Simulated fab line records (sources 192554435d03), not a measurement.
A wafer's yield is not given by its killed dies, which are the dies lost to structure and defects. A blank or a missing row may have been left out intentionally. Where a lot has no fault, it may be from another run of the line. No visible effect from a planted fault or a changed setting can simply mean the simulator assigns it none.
Chamber matching	flow n5Finfet	4 sister chambers for N5_BEOL_M6_STRIP_67 on rieDiel-01
The step strips in CF4. 18 wafers are shown with their chamber, then 9 later ones without.

## WAFERS PAIRED WITH THEIR CHAMBERS
wafer	chamber	showerheadPlenumPTorr (Torr)	rfVppV (V)	oesProductAu (a.u.)
L075.1	3	1.76	269.4	0.87
L075.4	2	1.90	272.7	0.89
L075.5	2	1.90	273.4	0.89
L079.4	3	1.75	270.2	0.84
L079.5	2	1.90	273.2	0.87
L079.6	3	1.76	270.3	0.84
L083.1	3	1.75	270.2	0.84
L083.4	3	1.75	270.4	0.84
L083.6	1	1.89	273.7	0.84
L082.1	1	1.89	274.5	0.83
L082.5	1	1.89	272.4	0.83
L082.6	0	1.80	271.7	0.78
L086.1	3	1.75	270.1	0.83
L086.4	1	1.89	274.6	0.83
L086.5	2	1.89	273.4	0.85
L090.1	1	1.89	274.2	0.82
L090.5	1	1.89	273.4	0.82
L090.6	2	1.89	272.3	0.84

SIGNATURES, as means of the wafers listed above
reading	chamber 0	chamber 1	chamber 2	chamber 3	scatter within a chamber
showerheadPlenumPTorr	1.8000	1.8900	1.8960	1.7533	0.00425
rfVppV	271.700	273.800	273.000	270.100	0.598
oesProductAu	0.7800	0.8283	0.8680	0.8433	0.0153
Rule: for each reading, subtract the chamber's mean from the wafer's reading, divide by that reading's scatter and square the result; add these up over the readings and take the root, which gives the wafer's distance from the chamber. The wafer belongs to the nearest chamber; if the next one is less than 2 further off, it can't be placed. The scatter is the square root of a quotient: the sum, over the shown wafers, of each reading's squared deviation from its chamber's mean, divided by wafers minus chambers.

## WAFERS WITHOUT THEIR CHAMBER
wafer	showerheadPlenumPTorr (Torr)	rfVppV (V)	oesProductAu (a.u.)
L092.2	1.75	269.7	0.82
L092.4	1.89	272.8	0.84
L092.5	1.89	272.6	0.81
L094.2	1.89	272.7	0.81
L094.4	1.89	274.9	0.83
L094.5	1.80	270.6	0.76
L097.1	1.74	269.3	0.80
L097.2	1.79	270.9	0.75
L097.5	1.88	274.0	0.80

## CHAMBER TAKEN BY EACH
wafer	from the rows above	in truth
L092.2	3	3
L092.4	can't be placed: 1 or 2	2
L092.5	can't be placed: 1 or 2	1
L094.2	can't be placed: 1 or 2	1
L094.4	1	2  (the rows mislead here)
L094.5	0	0
L097.1	3	3
L097.2	0	0
L097.5	1	1
5 of 9 placed correctly. These rows do not allow placing 3 (true chamber among the candidates in 3). 1 placed wrongly.
